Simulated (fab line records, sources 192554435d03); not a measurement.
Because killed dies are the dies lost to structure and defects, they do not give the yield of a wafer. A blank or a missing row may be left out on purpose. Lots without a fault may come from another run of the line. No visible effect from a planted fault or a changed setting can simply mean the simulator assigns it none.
Matching of chambers || flow n5Finfet || 4 sister chambers for N5_HKMG_FIN_HK_ALD_01 on aldHk-02
The step deposits HfO2, target thk 1.6 nm, pulse time 3 s, purge time 3 s. 14 wafers are shown with their chamber, then 7 later ones without.

## WAFERS WITH THEIR CHAMBER
{"wafer": "L078.1", "chamber": 0, "precursorPulseHeightRel": 1.000}
{"wafer": "L078.4", "chamber": 1, "precursorPulseHeightRel": 1.001}
{"wafer": "L078.6", "chamber": 0, "precursorPulseHeightRel": 1.019}
{"wafer": "L081.1", "chamber": 1, "precursorPulseHeightRel": 1.006}
{"wafer": "L081.2", "chamber": 0, "precursorPulseHeightRel": 0.994}
{"wafer": "L081.6", "chamber": 0, "precursorPulseHeightRel": 0.988}
{"wafer": "L084.1", "chamber": 1, "precursorPulseHeightRel": 0.992}
{"wafer": "L084.3", "chamber": 2, "precursorPulseHeightRel": 1.008}
{"wafer": "L084.5", "chamber": 3, "precursorPulseHeightRel": 0.980}
{"wafer": "L087.1", "chamber": 3, "precursorPulseHeightRel": 0.996}
{"wafer": "L087.2", "chamber": 2, "precursorPulseHeightRel": 0.969}
{"wafer": "L087.6", "chamber": 0, "precursorPulseHeightRel": 1.006}
{"wafer": "L093.1", "chamber": 0, "precursorPulseHeightRel": 0.987}
{"wafer": "L093.3", "chamber": 2, "precursorPulseHeightRel": 0.968}

SIGNATURES, as means of the wafers listed above
{"reading": "precursorPulseHeightRel", "chamber 0": 0.99900, "chamber 1": 0.99967, "chamber 2": 0.98167, "chamber 3": 0.98800, "scatter within a chamber": 0.0142}
Rule: a wafer's distance from a chamber is the root of the sum, over the readings, of the square of ((its reading less the chamber's mean) divided by the reading's scatter). The wafer belongs to the nearest chamber; if the next one is less than 2 further off, it can't be placed. The scatter is the square root of a quotient: the sum, over the shown wafers, of each reading's squared deviation from its chamber's mean, divided by wafers minus chambers.

## WAFERS WITHOUT THEIR CHAMBER
{"wafer": "L093.6", "precursorPulseHeightRel": 1.016}
{"wafer": "L094.1", "precursorPulseHeightRel": 1.023}
{"wafer": "L094.3", "precursorPulseHeightRel": 0.983}
{"wafer": "L094.4", "precursorPulseHeightRel": 1.011}
{"wafer": "L097.2", "precursorPulseHeightRel": 1.021}
{"wafer": "L097.3", "precursorPulseHeightRel": 1.024}
{"wafer": "L097.6", "precursorPulseHeightRel": 0.990}

## WHICH CHAMBER EACH ONE RAN IN
{"wafer": "L093.6", "from the rows above": "can't be placed: 1 or 0 or 3 or 2", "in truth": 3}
{"wafer": "L094.1", "from the rows above": "can't be placed: 1 or 0 or 3 or 2", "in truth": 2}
{"wafer": "L094.3", "from the rows above": "can't be placed: 2 or 3 or 0 or 1", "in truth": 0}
{"wafer": "L094.4", "from the rows above": "can't be placed: 1 or 0 or 3 or 2", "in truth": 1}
{"wafer": "L097.2", "from the rows above": "can't be placed: 1 or 0 or 3 or 2", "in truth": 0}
{"wafer": "L097.3", "from the rows above": "can't be placed: 1 or 0 or 3 or 2", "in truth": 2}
{"wafer": "L097.6", "from the rows above": "can't be placed: 3 or 2 or 0 or 1", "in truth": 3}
Correctly placed: 0 of 7. Not placeable from these rows: 7 (in 7, the candidates include the true chamber). Placed wrongly: 0.
